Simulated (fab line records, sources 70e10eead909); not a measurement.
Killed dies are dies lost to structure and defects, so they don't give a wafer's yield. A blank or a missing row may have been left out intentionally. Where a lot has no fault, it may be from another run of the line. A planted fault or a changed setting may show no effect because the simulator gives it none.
fab line records	flow nandHarc
record lots=6	wafers=18	lastDay=32
route steps=1302 shown A_SOURCE_PLATE@418 A_ONON_D1@424 END@1302
lots with no fault: from the same line, run without faults
startH: the number of hours between the record's first day and the start of the first shown wafer of the lot	waitH: hours elapsed since this lot's preceding step	" unchanged from the row above	L1.1+2: a single row standing in for several wafers	- no value, or no start given	* or withheld: withheld	< > ~ a bound
route shown NAME@n: NAME is a module with steps in the file, n the number in the route of the first one	usual: average and standard deviation across the fault-free wafers	same: alike in all rows	chamber/n: place in a boat	sites: the reading at each site	_std_site: standard deviation across them	_edge_site: outer sites' mean less inner sites'	radiusMm: how far each site lies from the wafer's centre	mask NAME#n: copy n	behind: the tool/chamber that last shaped the wafer	hold: the reason the lot was held/the length of the hold in hours/how it ended	device: the transistor (n, p or np) that didn't switch	end of line: the same wafers' tests at the end of the route	step lacking rows: just its recipe	killed: count of dies lost to structure and defects at first sort (not the wafer's yield)	map: a wafer's dies, marking killed ones x, the rest . and places with no die _
set.NAME: the setting that was run; set.NAME@STEP: the one run at that earlier step	model.NAME: the simulator's own value behind a step, which no gauge read
lots seen at some steps along the route; tables by step, rows by wafer
services: from which hour (startH, from the record's first day; less than 0 if before it) a tool's chamber was out of use, for how many hours, and why
## steps
# step NHARC_A_SOURCE_PLATE_CVD_03
# recipe targetThkA=2000	tempC=620	pressureMtorr=200	timeS=4000	material=poly-Si
# step NHARC_A_SOURCE_PLATE_ANNEAL_05
# recipe tempC=850	timeS=1800
# step NHARC_A_SOURCE_PLATE_THK_MEAS_06
# recipe thkMeasGauge=ellipsometry
# usual thkNm=200.2/2.5
lot.wafer	tool	chamber	startH	waitH	thkNm
L200.1	filmMetro-02	-	164.97	0.4	196.5
L200.2	"	-	"	"	195.4
L200.5	"	-	"	"	197.7
L208.2	filmMetro-01	-	239.53	0.4	202.6
L208.5	"	-	"	"	203.9
L208.6	"	-	"	"	201.6
L210.2	filmMetro-01	-	265.93	0.4	203.3
L210.3	"	-	"	"	201.0
L210.5	"	-	"	"	201.1
L211.2	filmMetro-02	-	265.93	0.4	199.4
L211.5	"	-	"	"	200.7
L211.6	"	-	"	"	197.8
L219.1	filmMetro-02	-	357.59	0.4	201.7
L219.2	"	-	"	"	202.9
L219.3	"	-	"	"	201.2
L220.1	filmMetro-01	-	357.59	0.4	205.0
L220.5	"	-	"	"	202.0
L220.6	"	-	"	"	203.9
# step NHARC_A_SOURCE_PLATE_INSPECT_08
# usual rawDefectCount=53/21
lot.wafer	tool	chamber	startH	waitH	rawDefectCount
L200.1	defectInspect-01	-	165.03	0.0	40
L200.2	"	-	"	"	37
L200.5	"	-	"	"	46
L208.2	defectInspect-02	-	239.63	0.0	91
L208.5	"	-	"	"	54
L208.6	"	-	"	"	48
L210.2	defectInspect-02	-	266.00	0.0	46
L210.3	"	-	"	"	26
L210.5	"	-	"	"	33
L211.2	defectInspect-01	-	266.00	0.0	43
L211.5	"	-	"	"	44
L211.6	"	-	"	"	29
L219.1	defectInspect-01	-	357.66	0.0	28
L219.2	"	-	"	"	38
L219.3	"	-	"	"	25
L220.1	defectInspect-02	-	357.66	0.0	79
L220.5	"	-	"	"	48
L220.6	"	-	"	"	40
# step NHARC_A_ONON_D1_DEP_00
# recipe targetThkA=10000	n2FlowSccm=2750	n2oFlowSccm=2000	nh3FlowSccm=500	sih4FlowSccm=210	tempC=400
# step NHARC_A_ONON_D1_THK_MEAS_02
# recipe thkMeasGauge=ellipsometry
# usual thkNm=1000/9.7
lot.wafer	tool	chamber	startH	waitH	thkNm
L200.1	filmMetro-01	-	165.61	-	1004
L200.2	"	-	"	"	1004
L200.5	"	-	"	"	1002
L208.2	filmMetro-01	-	240.53	-	1020
L208.5	"	-	"	"	1020
L208.6	"	-	"	"	1020
L210.2	filmMetro-02	-	266.57	-	995
L210.3	"	-	"	"	997
L210.5	"	-	"	"	996
L211.2	filmMetro-01	-	266.60	-	1002
L211.5	"	-	"	"	1002
L211.6	"	-	"	"	1003
L219.1	filmMetro-02	-	358.23	-	1004
L219.2	"	-	"	"	1003
L219.3	"	-	"	"	1004
L220.1	filmMetro-02	-	358.23	-	978
L220.5	"	-	"	"	977
L220.6	"	-	"	"	978
# step NHARC_A_ONON_D1_DEP_03
# recipe targetThkA=10000	n2FlowSccm=2750	n2oFlowSccm=2000	nh3FlowSccm=500	sih4FlowSccm=210	tempC=400
# step NHARC_A_ONON_D1_THK_MEAS_05
# recipe thkMeasGauge=ellipsometry
# usual thkNm=1002/9.3
lot.wafer	tool	chamber	startH	waitH	thkNm
L200.1	filmMetro-01	-	166.17	-	1016
L200.2	"	-	"	"	1015
L200.5	"	-	"	"	1015
L208.2	filmMetro-01	-	241.22	-	1000
L208.5	"	-	"	"	1001
L208.6	"	-	"	"	1003
L210.2	filmMetro-01	-	267.13	-	1002
L210.3	"	-	"	"	1001
L210.5	"	-	"	"	1003
L211.2	filmMetro-02	-	267.16	-	996
L211.5	"	-	"	"	998
L211.6	"	-	"	"	995
L219.1	filmMetro-02	-	358.80	-	1011
L219.2	"	-	"	"	1012
L219.3	"	-	"	"	1012
L220.1	filmMetro-01	-	358.82	-	988
L220.5	"	-	"	"	991
L220.6	"	-	"	"	991
# step NHARC_A_ONON_D1_DEP_06
# recipe targetThkA=10000	n2FlowSccm=2750	n2oFlowSccm=2000	nh3FlowSccm=500	sih4FlowSccm=210	tempC=400
# step NHARC_A_ONON_D1_THK_MEAS_08
# recipe thkMeasGauge=ellipsometry
# usual thkNm=999/8.7
lot.wafer	tool	chamber	startH	waitH	thkNm
L200.1	filmMetro-02	-	166.74	-	991
L200.2	"	-	"	"	989
L200.5	"	-	"	"	991
L208.2	filmMetro-02	-	241.78	-	995
L208.5	"	-	"	"	994
L208.6	"	-	"	"	995
L210.2	filmMetro-01	-	267.70	-	1009
L210.3	"	-	"	"	1009
L210.5	"	-	"	"	1009
L211.2	filmMetro-02	-	267.73	-	999
L211.5	"	-	"	"	1002
L211.6	"	-	"	"	1001
L219.1	filmMetro-02	-	359.37	-	1000
L219.2	"	-	"	"	999
L219.3	"	-	"	"	999
L220.1	filmMetro-01	-	359.41	-	1012
L220.5	"	-	"	"	1015
L220.6	"	-	"	"	1015
# step NHARC_A_ONON_D1_DEP_09
# recipe targetThkA=10000	n2FlowSccm=2750	n2oFlowSccm=2000	nh3FlowSccm=500	sih4FlowSccm=210	tempC=400
lot.wafer	tool	chamber	startH	waitH
L200.1+2+5	pecvdOnon-01	0	166.80	0.1
L208.2+5+6	pecvdOnon-04	0	241.90	0.1
L210.2+3+5	pecvdOnon-03	0	267.83	0.1
L211.2+5+6	pecvdOnon-04	0	267.85	0.1
L219.1+2+3	pecvdOnon-04	0	359.42	0.1
L220.1+5+6	pecvdOnon-03	0	359.47	0.1
# step NHARC_A_ONON_D1_THK_MEAS_11
# recipe thkMeasGauge=ellipsometry
# usual thkNm=1001/10
lot.wafer	tool	chamber	startH	waitH	thkNm
L200.1	filmMetro-02	-	167.31	-	1015
L200.2	"	-	"	"	1015
L200.5	"	-	"	"	1015
L208.2	filmMetro-02	-	242.35	-	1005
L208.5	"	-	"	"	1068
L208.6	"	-	"	"	1004
L210.2	filmMetro-02	-	268.28	-	1011
L210.3	"	-	"	"	1011
L210.5	"	-	"	"	1011
L211.2	filmMetro-01	-	268.30	-	999
L211.5	"	-	"	"	1064
L211.6	"	-	"	"	1001
L219.1	filmMetro-02	-	359.93	-	1017
L219.2	"	-	"	"	1015
L219.3	"	-	"	"	1017
L220.1	filmMetro-01	-	359.98	-	1005
L220.5	"	-	"	"	1006
L220.6	"	-	"	"	1006
# step NHARC_A_ONON_D1_DEP_12
# recipe targetThkA=10000	n2FlowSccm=2750	n2oFlowSccm=2000	nh3FlowSccm=500	sih4FlowSccm=210	tempC=400
# step NHARC_END_SORT_01
# recipe tempC=25
# usual killedAtArray=56/18	killedAtOther=1.4/1.5	killedAtPeriphery=4/3.1	killedDies=61/19	killedOpen=3.5/1.8	killedShort=2.4/1.4
# same grossDies=677
lot.wafer	tool	chamber	startH	waitH	killedAtArray	killedAtOther	killedAtPeriphery	killedDies	killedOpen	killedShort
L208.5	prober-01	0	638.95	3.7	670	0	7	677	4	1
L211.5	prober-02	0	687.49	3.7	671	1	5	677	4	4
# killed by level:class
L208.5 A_ONON_D1:areaDep=592 A_CHANNEL_HOLE_D1:chamberFilmFlake=31 A_SLIT:chamberFilmFlake=27 A_CHANNEL_HOLE_D2:chamberFilmFlake=12 P_BONDPAD:chamberFilmFlake=5 A_M0:geometricParticle:open=2 A_ONON_D2:geometricParticle:open=1 A_WL_FILL:geometricParticle:short=1
L211.5 A_ONON_D1:areaDep=614 A_SLIT:chamberFilmFlake=27 A_STAIRCASE:chamberFilmFlake=9 A_CHANNEL_HOLE_D1:chamberFilmFlake=8 A_CONTACT:chamberFilmFlake=4 P_GATE:chamberFilmFlake=3 A_CHANNEL_FILL_D2:geometricParticle:short=2 P_BONDPAD:chamberFilmFlake=2
# map L208.5 (x killed, . not)
____________x____________
_________xxxxxxx_________
_______xxxxxxxxxxx_______
______xxxxxxxxxxxxx______
_____xxxxxxxxxxxxxxx_____
____xxxxxxxxxxxxxxxxx____
____xxxxxxxxxxxxxxxxx____
___xxxxxxxxxxxxxxxxxxx___
___xxxxxxxxxxxxxxxxxxx___
__xxxxxxxxxxxxxxxxxxxxx__
__xxxxxxxxxxxxxxxxxxxxx__
_xxxxxxxxxxxxxxxxxxxxxxx_
_xxxxxxxxxxxxxxxxxxxxxxx_
_xxxxxxxxxxxxxxxxxxxxxxx_
_xxxxxxxxxxxxxxxxxxxxxxx_
_xxxxxxxxxxxxxxxxxxxxxxx_
xxxxxxxxxxxxxxxxxxxxxxxxx
xxxxxxxxxxxxxxxxxxxxxxxxx
xxxxxxxxxxxxxxxxxxxxxxxxx
xxxxxxxxxxxxxxxxxxxxxxxxx
xxxxxxxxxxxxxxxxxxxxxxxxx
_xxxxxxxxxxxxxxxxxxxxxxx_
_xxxxxxxxxxxxxxxxxxxxxxx_
_xxxxxxxxxxxxxxxxxxxxxxx_
_xxxxxxxxxxxxxxxxxxxxxxx_
_xxxxxxxxxxxxxxxxxxxxxxx_
__xxxxxxxxxxxxxxxxxxxxx__
__xxxxxxxxxxxxxxxxxxxxx__
___xxxxxxxxxxxxxxxxxxx___
___xxxxxxxxxxxxxxxxxxx___
____xxxxxxxxxxxxxxxxx____
____xxxxxxxxxxxxxxxxx____
_____xxxxxxxxxxxxxxx_____
______xxxxxxxxxxxxx______
_______xxxxxxxxxxx_______
_________xxxxxxx_________
____________x____________
# map L211.5 (x killed, . not)
____________x____________
_________xxxxxxx_________
_______xxxxxxxxxxx_______
______xxxxxxxxxxxxx______
_____xxxxxxxxxxxxxxx_____
____xxxxxxxxxxxxxxxxx____
____xxxxxxxxxxxxxxxxx____
___xxxxxxxxxxxxxxxxxxx___
___xxxxxxxxxxxxxxxxxxx___
__xxxxxxxxxxxxxxxxxxxxx__
__xxxxxxxxxxxxxxxxxxxxx__
_xxxxxxxxxxxxxxxxxxxxxxx_
_xxxxxxxxxxxxxxxxxxxxxxx_
_xxxxxxxxxxxxxxxxxxxxxxx_
_xxxxxxxxxxxxxxxxxxxxxxx_
_xxxxxxxxxxxxxxxxxxxxxxx_
xxxxxxxxxxxxxxxxxxxxxxxxx
xxxxxxxxxxxxxxxxxxxxxxxxx
xxxxxxxxxxxxxxxxxxxxxxxxx
xxxxxxxxxxxxxxxxxxxxxxxxx
xxxxxxxxxxxxxxxxxxxxxxxxx
_xxxxxxxxxxxxxxxxxxxxxxx_
_xxxxxxxxxxxxxxxxxxxxxxx_
_xxxxxxxxxxxxxxxxxxxxxxx_
_xxxxxxxxxxxxxxxxxxxxxxx_
_xxxxxxxxxxxxxxxxxxxxxxx_
__xxxxxxxxxxxxxxxxxxxxx__
__xxxxxxxxxxxxxxxxxxxxx__
___xxxxxxxxxxxxxxxxxxx___
___xxxxxxxxxxxxxxxxxxx___
____xxxxxxxxxxxxxxxxx____
____xxxxxxxxxxxxxxxxx____
_____xxxxxxxxxxxxxxx_____
______xxxxxxxxxxxxx______
_______xxxxxxxxxxx_______
_________xxxxxxx_________
____________x____________
## services
tool	chamber	startH	hours	kind
pecvdOnon-03	-	227.00	13.0	pm
pecvdOnon-01	-	233.92	6.7	repair
pecvdOnon-01	-	269.15	13.0	pm
pecvdOnon-04	-	311.50	13.0	pm
## key
firstSign step=NHARC_A_ONON_D1_THK_MEAS_11	reading=thkNm	direction=up	sigmas=6.3	usual=1001	struck=1066
effect step=NHARC_END_SORT_01	reading=killedAtArray	direction=up	sigmas=34	usual=56	struck=670
moreKillsBornAt NHARC_A_ONON_D1_DEP_09@pecvdOnon-04=1206
metAt NHARC_A_ONON_D1_DEP_09
struckWafers L208.5,L211.5
laterRowsLeftOut L208.5,L211.5
testerLeftOut L208,L211
fault kind=processParameterDrift	tool=pecvdOnon-04	chamber=-	onsetH=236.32	steps=NHARC_A_ONON_D1_DEP_09	channel=targetThkA	offset=*	shape=step	endH=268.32	scope=struckWafersOnly	actsIn=*	stated=*
# testerLeftOut: of these lots the tester's yield and bins aren't shown, on N5 and GAA mostly nor the transistor test; their killed dies are dies lost to structure and defects alone, not to doping, threshold or leakage, so they don't give the yield
# laterRowsLeftOut: the simulator's readings of these wafers behind a module that went badly wrong aren't trusted and aren't shown, but for the sort
